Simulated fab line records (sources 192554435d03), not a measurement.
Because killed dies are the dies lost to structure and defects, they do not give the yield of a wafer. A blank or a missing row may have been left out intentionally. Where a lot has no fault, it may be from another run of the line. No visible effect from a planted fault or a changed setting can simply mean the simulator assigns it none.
Which tool did it? / flow n5 finfet / 24 lots, 72 wafers sampled, at 6 steps of a route of 1938

WHAT EACH GAUGE READ, for each wafer
N5_BEOL_M4_RS_MEAS_58: measurement is done with a four-point probe. Usual: M4_RS 0.67 ohm/sq, standard deviation 0.031.
lot=L074; measured=day 7 14:23; on=film metro-01; M4_RS (ohm/sq)=0.68 0.68 0.70; flag=
lot=L075; measured=day 8 06:08; on=film metro-01; M4_RS (ohm/sq)=0.66 0.64 0.67; flag=
lot=L076; measured=day 8 08:39; on=film metro-01; M4_RS (ohm/sq)=0.66 0.65 0.66; flag=
lot=L077; measured=day 8 09:20; on=film metro-02; M4_RS (ohm/sq)=0.65 0.70 0.64; flag=
lot=L078; measured=day 9 00:44; on=film metro-02; M4_RS (ohm/sq)=0.68 0.66 0.66; flag=
lot=L079; measured=day 9 02:27; on=film metro-01; M4_RS (ohm/sq)=0.65 0.70 0.71; flag=
lot=L080; measured=day 9 07:39; on=film metro-01; M4_RS (ohm/sq)=0.63 0.68 0.65; flag=
lot=L081; measured=day 9 09:05; on=film metro-01; M4_RS (ohm/sq)=0.61 0.61 0.67; flag=
lot=L082; measured=day 10 03:02; on=film metro-02; M4_RS (ohm/sq)=0.71 0.75 0.69; flag=
lot=L083; measured=day 10 04:50; on=film metro-01; M4_RS (ohm/sq)=0.68 0.72 0.73; flag=
lot=L084; measured=day 10 05:12; on=film metro-01; M4_RS (ohm/sq)=0.66 0.67 0.67; flag=
lot=L085; measured=day 10 10:40; on=film metro-01; M4_RS (ohm/sq)=0.70 0.68 0.68; flag=
lot=L086; measured=day 11 05:26; on=film metro-02; M4_RS (ohm/sq)=0.72 0.66 0.66; flag=
lot=L087; measured=day 11 08:18; on=film metro-01; M4_RS (ohm/sq)=0.76 0.73 0.72; flag=
lot=L088; measured=day 11 08:46; on=film metro-02; M4_RS (ohm/sq)=0.70 0.69 0.72; flag=
lot=L089; measured=day 11 14:58; on=film metro-02; M4_RS (ohm/sq)=0.74 0.72 0.68; flag=
lot=L090; measured=day 12 02:17; on=film metro-01; M4_RS (ohm/sq)=0.69 0.67 0.68; flag=
lot=L091; measured=day 12 05:28; on=film metro-02; M4_RS (ohm/sq)=0.64 0.64 0.64; flag=
lot=L092; measured=day 12 10:00; on=film metro-02; M4_RS (ohm/sq)=0.64 0.68 0.64; flag=
lot=L093; measured=day 12 12:39; on=film metro-01; M4_RS (ohm/sq)=0.67 0.63 0.64; flag=
lot=L094; measured=day 12 17:15; on=film metro-01; M4_RS (ohm/sq)=0.70 0.68 0.65; flag=
lot=L095; measured=day 13 12:35; on=film metro-02; M4_RS (ohm/sq)=0.70 0.65 0.70; flag=
lot=L096; measured=day 13 17:59; on=film metro-01; M4_RS (ohm/sq)=0.66 0.65 0.66; flag=
lot=L097; measured=day 14 09:24; on=film metro-02; M4_RS (ohm/sq)=0.64 0.63 0.62; flag=

N5_BEOL_M5_INSPECT_13: inspects for defects (brightfield). Usual: 405 for raw defect count, sd 87.
lot=L074; measured=day 7 17:46; on=defect inspect-01; raw defect count=258 364 412; flag=
lot=L075; measured=day 8 09:08; on=defect inspect-02; raw defect count=418 415 338; flag=
lot=L076; measured=day 8 11:25; on=defect inspect-01; raw defect count=443 394 380; flag=
lot=L077; measured=day 8 11:38; on=defect inspect-01; raw defect count=400 433 341; flag=
lot=L078; measured=day 9 04:34; on=defect inspect-01; raw defect count=429 424 359; flag=
lot=L079; measured=day 9 04:44; on=defect inspect-01; raw defect count=494 344 592; flag=
lot=L080; measured=day 9 12:50; on=defect inspect-01; raw defect count=664 522 563; flag=
lot=L081; measured=day 9 13:10; on=defect inspect-01; raw defect count=319 358 280; flag=
lot=L082; measured=day 10 06:29; on=defect inspect-01; raw defect count=308 317 388; flag=
lot=L083; measured=day 10 09:46; on=defect inspect-01; raw defect count=301 291 344; flag=
lot=L084; measured=day 10 09:39; on=defect inspect-01; raw defect count=579 331 536; flag=
lot=L085; measured=day 10 12:56; on=defect inspect-01; raw defect count=392 437 491; flag=
lot=L086; measured=day 11 08:29; on=defect inspect-01; raw defect count=356 282 344; flag=
lot=L087; measured=day 11 11:37; on=defect inspect-01; raw defect count=317 300 311; flag=
lot=L088; measured=day 11 11:49; on=defect inspect-02; raw defect count=283 326 291; flag=
lot=L089; measured=day 11 18:43; on=defect inspect-02; raw defect count=462 539 509; flag=
lot=L090; measured=day 12 05:31; on=defect inspect-02; raw defect count=445 546 379; flag=
lot=L091; measured=day 12 09:33; on=defect inspect-02; raw defect count=526 394 538; flag=
lot=L092; measured=day 12 12:44; on=defect inspect-01; raw defect count=351 438 438; flag=
lot=L093; measured=day 12 16:25; on=defect inspect-02; raw defect count=347 357 434; flag=
lot=L094; measured=day 12 19:49; on=defect inspect-02; raw defect count=246 395 297; flag=
lot=L095; measured=day 13 14:44; on=defect inspect-02; raw defect count=439 282 437; flag=
lot=L096; measured=day 13 20:56; on=defect inspect-01; raw defect count=326 511 357; flag=
lot=L097; measured=day 14 12:30; on=defect inspect-02; raw defect count=290 375 312; flag=

N5_BEOL_M5_CD_MEAS_18: pitch 56 nm, target cd 28 nm. Usual: 28.0 nm for cd nm, sd 0.36.
lot=L074; measured=day 7 18:14; on=cd sem-03; cd nm (nm)=27.7 28.1 27.5; flag=
lot=L075; measured=day 8 09:49; on=cd sem-01; cd nm (nm)=27.3 27.9 28.4; flag=
lot=L076; measured=day 8 12:22; on=cd sem-01; cd nm (nm)=28.2 27.8 28.4; flag=
lot=L077; measured=day 8 12:37; on=cd sem-03; cd nm (nm)=28.3 28.0 28.3; flag=
lot=L078; measured=day 9 05:02; on=cd sem-01; cd nm (nm)=28.1 28.4 27.7; flag=
lot=L079; measured=day 9 05:11; on=cd sem-02; cd nm (nm)=28.1 27.4 28.1; flag=
lot=L080; measured=day 9 13:19; on=cd sem-01; cd nm (nm)=27.7 28.3 28.0; flag=
lot=L081; measured=day 9 13:39; on=cd sem-03; cd nm (nm)=28.5 28.1 27.7; flag=
lot=L082; measured=day 10 07:03; on=cd sem-02; cd nm (nm)=28.2 28.1 27.3; flag=
lot=L083; measured=day 10 10:25; on=cd sem-01; cd nm (nm)=27.9 27.9 28.3; flag=
lot=L084; measured=day 10 10:07; on=cd sem-01; cd nm (nm)=27.8 28.1 27.9; flag=
lot=L085; measured=day 10 13:24; on=cd sem-02; cd nm (nm)=28.2 28.6 28.0; flag=
lot=L086; measured=day 11 09:01; on=cd sem-03; cd nm (nm)=28.2 28.4 28.1; flag=
lot=L087; measured=day 11 12:23; on=cd sem-02; cd nm (nm)=28.2 27.9 27.6; flag=
lot=L088; measured=day 11 12:31; on=cd sem-03; cd nm (nm)=28.7 28.4 27.7; flag=
lot=L089; measured=day 11 19:11; on=cd sem-02; cd nm (nm)=27.7 27.8 27.4; flag=
lot=L090; measured=day 12 06:18; on=cd sem-01; cd nm (nm)=27.5 27.7 27.8; flag=
lot=L091; measured=day 12 10:08; on=cd sem-02; cd nm (nm)=27.6 28.3 27.6; flag=
lot=L092; measured=day 12 13:12; on=cd sem-02; cd nm (nm)=28.4 28.6 27.8; flag=
lot=L093; measured=day 12 17:02; on=cd sem-01; cd nm (nm)=28.1 27.6 28.3; flag=
lot=L094; measured=day 12 20:23; on=cd sem-01; cd nm (nm)=27.9 27.9 28.3; flag=
lot=L095; measured=day 13 15:12; on=cd sem-03; cd nm (nm)=27.3 28.0 27.8; flag=
lot=L096; measured=day 13 21:29; on=cd sem-03; cd nm (nm)=27.4 28.3 28.3; flag=
lot=L097; measured=day 14 13:01; on=cd sem-01; cd nm (nm)=28.3 28.7 28.6; flag=

N5_BEOL_M5_OCD_MEAS_38. Usual: 71.7 nm for trench depth nm, sd 1.5.
lot=L074; measured=day 7 19:22; on=ocd-02; trench depth nm (nm)=71.0 71.2 71.4; flag=
lot=L075; measured=day 8 11:07; on=ocd-02; trench depth nm (nm)=71.4 71.8 68.4; flag=
lot=L076; measured=day 8 13:37; on=ocd-01; trench depth nm (nm)=72.1 71.9 70.2; flag=
lot=L077; measured=day 8 14:02; on=ocd-02; trench depth nm (nm)=68.8 72.6 70.4; flag=
lot=L078; measured=day 9 06:44; on=ocd-01; trench depth nm (nm)=72.3 72.1 71.9; flag=
lot=L079; measured=day 9 07:08; on=ocd-01; trench depth nm (nm)=72.0 74.7 70.9; flag=
lot=L080; measured=day 9 14:25; on=ocd-01; trench depth nm (nm)=72.6 69.8 72.3; flag=
lot=L081; measured=day 9 14:44; on=ocd-01; trench depth nm (nm)=73.8 70.8 70.6; flag=
lot=L082; measured=day 10 09:08; on=ocd-01; trench depth nm (nm)=71.8 71.5 70.6; flag=
lot=L083; measured=day 10 11:18; on=ocd-01; trench depth nm (nm)=70.2 69.9 70.6; flag=
lot=L084; measured=day 10 11:08; on=ocd-02; trench depth nm (nm)=71.7 70.8 73.3; flag=
lot=L085; measured=day 10 16:19; on=ocd-02; trench depth nm (nm)=70.6 72.2 73.3; flag=
lot=L086; measured=day 11 10:32; on=ocd-02; trench depth nm (nm)=70.4 72.2 70.8; flag=
lot=L087; measured=day 11 15:12; on=ocd-02; trench depth nm (nm)=70.3 74.0 72.4; flag=
lot=L088; measured=day 11 14:49; on=ocd-02; trench depth nm (nm)=73.6 74.2 70.7; flag=
lot=L089; measured=day 11 20:02; on=ocd-02; trench depth nm (nm)=69.0 69.4 70.4; flag=
lot=L090; measured=day 12 08:41; on=ocd-02; trench depth nm (nm)=71.5 71.2 73.0; flag=
lot=L091; measured=day 12 11:44; on=ocd-02; trench depth nm (nm)=71.8 74.6 71.4; flag=
lot=L092; measured=day 12 15:47; on=ocd-02; trench depth nm (nm)=71.3 68.1 72.4; flag=
lot=L093; measured=day 12 21:07; on=ocd-02; trench depth nm (nm)=73.5 71.3 74.1; flag=
lot=L094; measured=day 12 21:52; on=ocd-02; trench depth nm (nm)=73.3 71.5 73.6; flag=
lot=L095; measured=day 13 16:12; on=ocd-02; trench depth nm (nm)=74.1 73.1 71.9; flag=
lot=L096; measured=day 13 22:37; on=ocd-02; trench depth nm (nm)=72.0 72.6 70.6; flag=
lot=L097; measured=day 14 14:02; on=ocd-01; trench depth nm (nm)=72.9 72.1 72.7; flag=

TOOL THAT RAN EACH LOT (tool first, then ch and the chambers of the sampled wafers, then the start)
lot=L074; N5_BEOL_M4_ANNEAL_95=pvd sputter-02, day 7 13:12; N5_BEOL_M5_VIA_ETCH_34=rie diel-05 ch 2,3, day 7 19:08
lot=L075; N5_BEOL_M4_ANNEAL_95=pvd sputter-01, day 8 04:57; N5_BEOL_M5_VIA_ETCH_34=rie diel-05 ch 0,1,3, day 8 10:53
lot=L076; N5_BEOL_M4_ANNEAL_95=pvd sputter-02, day 8 07:28; N5_BEOL_M5_VIA_ETCH_34=rie diel-04 ch 1,2,3, day 8 13:23
lot=L077; N5_BEOL_M4_ANNEAL_95=pvd sputter-01, day 8 08:08; N5_BEOL_M5_VIA_ETCH_34=rie diel-05 ch 0,1,2, day 8 13:48
lot=L078; N5_BEOL_M4_ANNEAL_95=pvd sputter-03, day 8 23:32; N5_BEOL_M5_VIA_ETCH_34=rie diel-03 ch 1,2, day 9 06:29
lot=L079; N5_BEOL_M4_ANNEAL_95=pvd sputter-01, day 9 01:14; N5_BEOL_M5_VIA_ETCH_34=rie diel-03 ch 1,2,3, day 9 06:54
lot=L080; N5_BEOL_M4_ANNEAL_95=pvd sputter-03, day 9 06:26; N5_BEOL_M5_VIA_ETCH_34=rie diel-04 ch 1,2, day 9 14:10
lot=L081; N5_BEOL_M4_ANNEAL_95=pvd sputter-01, day 9 07:53; N5_BEOL_M5_VIA_ETCH_34=rie diel-03 ch 2,3, day 9 14:29
lot=L082; N5_BEOL_M4_ANNEAL_95=pvd sputter-01, day 10 01:49; N5_BEOL_M5_VIA_ETCH_34=rie diel-04 ch 0,2, day 10 08:54
lot=L083; N5_BEOL_M4_ANNEAL_95=pvd sputter-03, day 10 03:37; N5_BEOL_M5_VIA_ETCH_34=rie diel-04 ch 0,2,3, day 10 11:04
lot=L084; N5_BEOL_M4_ANNEAL_95=pvd sputter-02, day 10 03:59; N5_BEOL_M5_VIA_ETCH_34=rie diel-05 ch 0,2,3, day 10 10:54
lot=L085; N5_BEOL_M4_ANNEAL_95=pvd sputter-02, day 10 09:24; N5_BEOL_M5_VIA_ETCH_34=rie diel-03 ch 0,1,2, day 10 16:04
lot=L086; N5_BEOL_M4_ANNEAL_95=pvd sputter-02, day 11 04:06; N5_BEOL_M5_VIA_ETCH_34=rie diel-04 ch 0,1,3, day 11 10:18
lot=L087; N5_BEOL_M4_ANNEAL_95=pvd sputter-02, day 11 07:07; N5_BEOL_M5_VIA_ETCH_34=rie diel-03 ch 0,2,3, day 11 14:58
lot=L088; N5_BEOL_M4_ANNEAL_95=pvd sputter-03, day 11 07:35; N5_BEOL_M5_VIA_ETCH_34=rie diel-03 ch 0,2, day 11 14:34
lot=L089; N5_BEOL_M4_ANNEAL_95=pvd sputter-03, day 11 13:47; N5_BEOL_M5_VIA_ETCH_34=rie diel-04 ch 1,2, day 11 19:47
lot=L090; N5_BEOL_M4_ANNEAL_95=pvd sputter-03, day 12 01:05; N5_BEOL_M5_VIA_ETCH_34=rie diel-03 ch 0,1, day 12 08:27
lot=L091; N5_BEOL_M4_ANNEAL_95=pvd sputter-01, day 12 04:10; N5_BEOL_M5_VIA_ETCH_34=rie diel-03 ch 0,2, day 12 11:29
lot=L092; N5_BEOL_M4_ANNEAL_95=pvd sputter-03, day 12 08:47; N5_BEOL_M5_VIA_ETCH_34=rie diel-04 ch 1,2,3, day 12 15:34
lot=L093; N5_BEOL_M4_ANNEAL_95=pvd sputter-03, day 12 11:26; N5_BEOL_M5_VIA_ETCH_34=rie diel-03 ch 0,2,3, day 12 20:52
lot=L094; N5_BEOL_M4_ANNEAL_95=pvd sputter-01, day 12 16:03; N5_BEOL_M5_VIA_ETCH_34=rie diel-03 ch 0,1, day 12 21:37
lot=L095; N5_BEOL_M4_ANNEAL_95=pvd sputter-01, day 13 11:23; N5_BEOL_M5_VIA_ETCH_34=rie diel-03 ch 1,2,3, day 13 15:58
lot=L096; N5_BEOL_M4_ANNEAL_95=pvd sputter-03, day 13 16:47; N5_BEOL_M5_VIA_ETCH_34=rie diel-05 ch 0,2,3, day 13 22:22
lot=L097; N5_BEOL_M4_ANNEAL_95=pvd sputter-01, day 14 08:01; N5_BEOL_M5_VIA_ETCH_34=rie diel-05 ch 2,3, day 14 13:48
- N5_BEOL_M4_ANNEAL_95: time 240 s.
- N5_BEOL_M5_VIA_ETCH_34: etches SiCOH lowk in C4F6/O2, target depth 88.3 nm, time 39.2 s.

AS READ BY THE TOOLS THEMSELVES (means over the sampled wafers that have a number; for cases with no such wafer, the mark the record gives instead)
N5_BEOL_M4_ANNEAL_95. Usual: heater power w 811 W, standard deviation 80; susceptor temp C 400.03 C, standard deviation 0.19.
lot=L074; tool=pvd sputter-02; heater power w (W)=853; susceptor temp C (C)=400.10; flag=
lot=L075; tool=pvd sputter-01; heater power w (W)=817; susceptor temp C (C)=399.76; flag=
lot=L076; tool=pvd sputter-02; heater power w (W)=829; susceptor temp C (C)=400.17; flag=
lot=L077; tool=pvd sputter-01; heater power w (W)=888; susceptor temp C (C)=399.98; flag=
lot=L078; tool=pvd sputter-03; heater power w (W)=810; susceptor temp C (C)=400.10; flag=
lot=L079; tool=pvd sputter-01; heater power w (W)=803; susceptor temp C (C)=399.99; flag=
lot=L080; tool=pvd sputter-03; heater power w (W)=815; susceptor temp C (C)=400.16; flag=
lot=L081; tool=pvd sputter-01; heater power w (W)=793; susceptor temp C (C)=400.04; flag=
lot=L082; tool=pvd sputter-01; heater power w (W)=867; susceptor temp C (C)=399.98; flag=
lot=L083; tool=pvd sputter-03; heater power w (W)=823; susceptor temp C (C)=400.01; flag=
lot=L084; tool=pvd sputter-02; heater power w (W)=856; susceptor temp C (C)=399.96; flag=
lot=L085; tool=pvd sputter-02; heater power w (W)=864; susceptor temp C (C)=400.29; flag=
lot=L086; tool=pvd sputter-02; heater power w (W)=834; susceptor temp C (C)=400.09; flag=
lot=L087; tool=pvd sputter-02; heater power w (W)=843; susceptor temp C (C)=400.00; flag=
lot=L088; tool=pvd sputter-03; heater power w (W)=772; susceptor temp C (C)=400.04; flag=
lot=L089; tool=pvd sputter-03; heater power w (W)=725; susceptor temp C (C)=399.88; flag=
lot=L090; tool=pvd sputter-03; heater power w (W)=752; susceptor temp C (C)=399.87; flag=
lot=L091; tool=pvd sputter-01; heater power w (W)=815; susceptor temp C (C)=400.10; flag=
lot=L092; tool=pvd sputter-03; heater power w (W)=751; susceptor temp C (C)=399.85; flag=
lot=L093; tool=pvd sputter-03; heater power w (W)=780; susceptor temp C (C)=399.93; flag=
lot=L094; tool=pvd sputter-01; heater power w (W)=831; susceptor temp C (C)=400.11; flag=
lot=L095; tool=pvd sputter-01; heater power w (W)=893; susceptor temp C (C)=399.94; flag=
lot=L096; tool=pvd sputter-03; heater power w (W)=772; susceptor temp C (C)=400.03; flag=
lot=L097; tool=pvd sputter-01; heater power w (W)=815; susceptor temp C (C)=400.14; flag=

N5_BEOL_M5_VIA_ETCH_34. Usual: C4F6_flow_sccm 9.998 sccm, standard deviation 0.027; drypump motor current A 5.6 A, standard deviation 0.55; oes product au 0.80 a.u., standard deviation 0.1; rf vpp V 657 V, standard deviation 12; showerhead plenum p Torr 2.83 Torr, standard deviation 0.098; throttle valve pct 20.76 %, standard deviation 0.22.
lot=L074; tool=rie diel-05; C4F6_flow_sccm (sccm)=9.981; drypump motor current A (A)=5.2; oes product au (a.u.)=0.68; rf vpp V (V)=651; showerhead plenum p Torr (Torr)=2.84; throttle valve pct (%)=20.57; flag=
lot=L075; tool=rie diel-05; C4F6_flow_sccm (sccm)=10.006; drypump motor current A (A)=5.4; oes product au (a.u.)=0.75; rf vpp V (V)=656; showerhead plenum p Torr (Torr)=2.80; throttle valve pct (%)=20.59; flag=
lot=L076; tool=rie diel-04; C4F6_flow_sccm (sccm)=9.971; drypump motor current A (A)=5.8; oes product au (a.u.)=0.73; rf vpp V (V)=643; showerhead plenum p Torr (Torr)=2.75; throttle valve pct (%)=20.91; flag=
lot=L077; tool=rie diel-05; C4F6_flow_sccm (sccm)=10.002; drypump motor current A (A)=5.7; oes product au (a.u.)=0.74; rf vpp V (V)=663; showerhead plenum p Torr (Torr)=2.84; throttle valve pct (%)=20.60; flag=
lot=L078; tool=rie diel-03; C4F6_flow_sccm (sccm)=10.027; drypump motor current A (A)=6.0; oes product au (a.u.)=0.78; rf vpp V (V)=669; showerhead plenum p Torr (Torr)=2.95; throttle valve pct (%)=20.81; flag=
lot=L079; tool=rie diel-03; C4F6_flow_sccm (sccm)=10.025; drypump motor current A (A)=5.6; oes product au (a.u.)=0.86; rf vpp V (V)=664; showerhead plenum p Torr (Torr)=2.91; throttle valve pct (%)=20.85; flag=
lot=L080; tool=rie diel-04; C4F6_flow_sccm (sccm)=10.025; drypump motor current A (A)=5.9; oes product au (a.u.)=0.70; rf vpp V (V)=641; showerhead plenum p Torr (Torr)=2.77; throttle valve pct (%)=20.99; flag=
lot=L081; tool=rie diel-03; C4F6_flow_sccm (sccm)=10.005; drypump motor current A (A)=6.2; oes product au (a.u.)=0.82; rf vpp V (V)=663; showerhead plenum p Torr (Torr)=2.89; throttle valve pct (%)=20.76; flag=
lot=L082; tool=rie diel-04; C4F6_flow_sccm (sccm)=9.997; drypump motor current A (A)=5.5; oes product au (a.u.)=0.70; rf vpp V (V)=665; showerhead plenum p Torr (Torr)=2.72; throttle valve pct (%)=20.83; flag=
lot=L083; tool=rie diel-04; C4F6_flow_sccm (sccm)=10.018; drypump motor current A (A)=5.8; oes product au (a.u.)=0.72; rf vpp V (V)=654; showerhead plenum p Torr (Torr)=2.73; throttle valve pct (%)=20.86; flag=
lot=L084; tool=rie diel-05; C4F6_flow_sccm (sccm)=9.994; drypump motor current A (A)=5.4; oes product au (a.u.)=0.83; rf vpp V (V)=658; showerhead plenum p Torr (Torr)=2.86; throttle valve pct (%)=20.37; flag=
lot=L085; tool=rie diel-03; C4F6_flow_sccm (sccm)=9.999; drypump motor current A (A)=5.7; oes product au (a.u.)=0.85; rf vpp V (V)=662; showerhead plenum p Torr (Torr)=2.90; throttle valve pct (%)=20.81; flag=
lot=L086; tool=rie diel-04; C4F6_flow_sccm (sccm)=9.998; drypump motor current A (A)=5.4; oes product au (a.u.)=0.71; rf vpp V (V)=655; showerhead plenum p Torr (Torr)=2.71; throttle valve pct (%)=20.81; flag=
lot=L087; tool=rie diel-03; C4F6_flow_sccm (sccm)=10.012; drypump motor current A (A)=5.9; oes product au (a.u.)=0.86; rf vpp V (V)=656; showerhead plenum p Torr (Torr)=2.84; throttle valve pct (%)=20.76; flag=
lot=L088; tool=rie diel-03; C4F6_flow_sccm (sccm)=9.970; drypump motor current A (A)=6.0; oes product au (a.u.)=0.87; rf vpp V (V)=654; showerhead plenum p Torr (Torr)=2.84; throttle valve pct (%)=20.70; flag=
lot=L089; tool=rie diel-04; C4F6_flow_sccm (sccm)=10.007; drypump motor current A (A)=5.4; oes product au (a.u.)=0.70; rf vpp V (V)=643; showerhead plenum p Torr (Torr)=2.74; throttle valve pct (%)=20.98; flag=
lot=L090; tool=rie diel-03; C4F6_flow_sccm (sccm)=9.992; drypump motor current A (A)=5.2; oes product au (a.u.)=0.86; rf vpp V (V)=662; showerhead plenum p Torr (Torr)=2.91; throttle valve pct (%)=20.93; flag=
lot=L091; tool=rie diel-03; C4F6_flow_sccm (sccm)=10.014; drypump motor current A (A)=6.3; oes product au (a.u.)=0.80; rf vpp V (V)=660; showerhead plenum p Torr (Torr)=2.88; throttle valve pct (%)=20.74; flag=
lot=L092; tool=rie diel-04; C4F6_flow_sccm (sccm)=9.990; drypump motor current A (A)=5.8; oes product au (a.u.)=0.71; rf vpp V (V)=642; showerhead plenum p Torr (Torr)=2.74; throttle valve pct (%)=20.94; flag=
lot=L093; tool=rie diel-03; C4F6_flow_sccm (sccm)=10.025; drypump motor current A (A)=5.9; oes product au (a.u.)=0.86; rf vpp V (V)=656; showerhead plenum p Torr (Torr)=2.83; throttle valve pct (%)=20.77; flag=
lot=L094; tool=rie diel-03; C4F6_flow_sccm (sccm)=10.013; drypump motor current A (A)=5.4; oes product au (a.u.)=0.89; rf vpp V (V)=655; showerhead plenum p Torr (Torr)=2.84; throttle valve pct (%)=20.81; flag=
lot=L095; tool=rie diel-03; C4F6_flow_sccm (sccm)=9.961; drypump motor current A (A)=5.7; oes product au (a.u.)=0.82; rf vpp V (V)=663; showerhead plenum p Torr (Torr)=2.89; throttle valve pct (%)=20.90; flag=
lot=L096; tool=rie diel-05; C4F6_flow_sccm (sccm)=10.005; drypump motor current A (A)=5.4; oes product au (a.u.)=0.90; rf vpp V (V)=657; showerhead plenum p Torr (Torr)=2.85; throttle valve pct (%)=20.30; flag=
lot=L097; tool=rie diel-05; C4F6_flow_sccm (sccm)=9.978; drypump motor current A (A)=5.5; oes product au (a.u.)=0.93; rf vpp V (V)=657; showerhead plenum p Torr (Torr)=2.87; throttle valve pct (%)=20.27; flag=

THE ANSWER, worked out from the rows above alone
Rule: a lot counts as off when the mean over its wafers that have a number is more than 3 standard deviations away from the usual mean. A lot without any number at a reading at which 4 lots or more have one is off too. The other lots that the step has rows for count as sound. After the gauges, taken in route order, come the tools' own readings; for these a lot's mean is taken, as printed above. At the first step where some lot is off, the reading lying furthest off is the one used; lots without a number count as furthest.
No lot is off at any reading shown: from this, nothing can be told.

WHAT WAS PUT IN BY THE SIMULATOR
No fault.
